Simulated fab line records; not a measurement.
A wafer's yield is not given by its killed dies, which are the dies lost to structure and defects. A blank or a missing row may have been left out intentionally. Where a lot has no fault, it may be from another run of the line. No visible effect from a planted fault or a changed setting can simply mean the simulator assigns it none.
A struck lot beside a sound one :: flow nand-harc :: 15 steps out of a route of 1302
Sound: these wafers, L606.1, L606.4, L606.5. Struck: wafers L626.5, L626.6. The cause is named last.
Each step with rows lists, per side, the tool, then ch with its chambers, then its first start. Under that, the readings that differ: sound wafers :: struck wafers :: difference of the means :: sigmas: that difference in standard deviations of wafers without a fault.
alike: a reading whose means differ by less than 2 such deviations, as well as words and numbers matching on both sides. not compared: withheld readings; readings where some wafer has no value; bounds like >300 that might hide an equal value; numbers whose values overlap and for which the record gives no deviation.
Wherever a step has rows on one side only, a row that says differs or no value, or a row with sigmas, the two part there. Numbers that don't overlap but have no deviation are shown without sigmas and don't part them. A reading that every wafer of one side lacks parts them only if that side has two wafers or more.

first, 2 steps without rows for these wafers: NHARC_A_DECK1_JOINT_ANNEAL_28 (time 1800 s); NHARC_A_DECK1_JOINT_ANNEAL_29 (time 1800 s).
NHARC_A_DECK1_JOINT_CMP_02: polishes SiOx.
  sound on cmp-01 ch 1,2,3, day 12 17:23; struck on cmp-02 ch 0,3, day 20 23:26
  alike: edge-zone-pressure-frac, motor-current-A
then, 1 step without rows for these wafers: NHARC_A_DECK1_JOINT_SRD_15.
NHARC_A_DECK1_JOINT_DEP_16: deposits SiO2, target thk 45 nm.
  sound on pecvd-01 ch 1,2, day 12 17:46; struck on pecvd-03 ch 0,2, day 20 23:52
  alike: heater-power-w, throttle-valve-pct
  not compared: since-wet-clean-h
NHARC_A_DECK1_JOINT_THK_MEAS_17: measures by ellipsometry.
  struck on film-metro-01, day 21 00:02; sound on film-metro-02, day 12 18:03
  alike: thk-nm
NHARC_A_DECK1_JOINT_INSPECT_05:
  struck on defect-inspect-02, day 21 00:04; sound on defect-inspect-02, day 12 18:05
  alike: raw-defect-count
then NHARC_A_ONON_D2_DEP_00 (target thk 1000 nm), 1 step lacking rows for these wafers.
NHARC_A_ONON_D2_THK_MEAS_02: measures by ellipsometry.
  struck on film-metro-01, day 21 00:39; sound on film-metro-01, day 12 18:40
  alike: thk-nm
then NHARC_A_ONON_D2_DEP_03 (target thk 1000 nm), 1 step lacking rows for these wafers.
NHARC_A_ONON_D2_THK_MEAS_05: measures by ellipsometry.
  struck on film-metro-01, day 21 01:13; sound on film-metro-02, day 12 19:14
  alike: thk-nm
NHARC_A_ONON_D2_DEP_06: target thk 1000 nm.
  sound on pecvd-onon-01 ch 0, day 12 19:17; struck on pecvd-onon-01 ch 0, day 21 01:30
  alike: sih4-flow-sccm
NHARC_A_ONON_D2_THK_MEAS_08: measures by ellipsometry.
  struck on film-metro-01, day 21 01:47; sound on film-metro-02, day 12 19:48
reading: thk-nm (nm)
sound: 1006 1006 1006
struck: 1711 1710
difference: +704
sigmas: +87
then NHARC_A_ONON_D2_DEP_09 (target thk 1000 nm), 1 step lacking rows for these wafers.
-- break in the record here, with 14 days between the starts of the struck wafers on either side (left off in module A_ONON_D2, picked up again in module END, where the first step shown is number 1302 on the route) --
NHARC_END_SORT_01:
  sound on prober-02 ch 0, day 25 17:16; struck on prober-01 ch 0, day 34 15:49
reading: killed-at-array
sound: 59 46 51
struck: 671 674
difference: +620
sigmas: +31

reading: killed-at-other
sound: 8 7 5
struck: 0 1
difference: -6
sigmas: -4

reading: killed-dies
sound: 74 58 64
struck: 677 677
difference: +612
sigmas: +31
  alike: killed-at-periphery, killed-open, killed-short

## WHERE THEY PART
Last at NHARC_END_SORT_01 as far as this record goes, first at NHARC_A_ONON_D2_THK_MEAS_08.

WHY: the cause the simulator had injected
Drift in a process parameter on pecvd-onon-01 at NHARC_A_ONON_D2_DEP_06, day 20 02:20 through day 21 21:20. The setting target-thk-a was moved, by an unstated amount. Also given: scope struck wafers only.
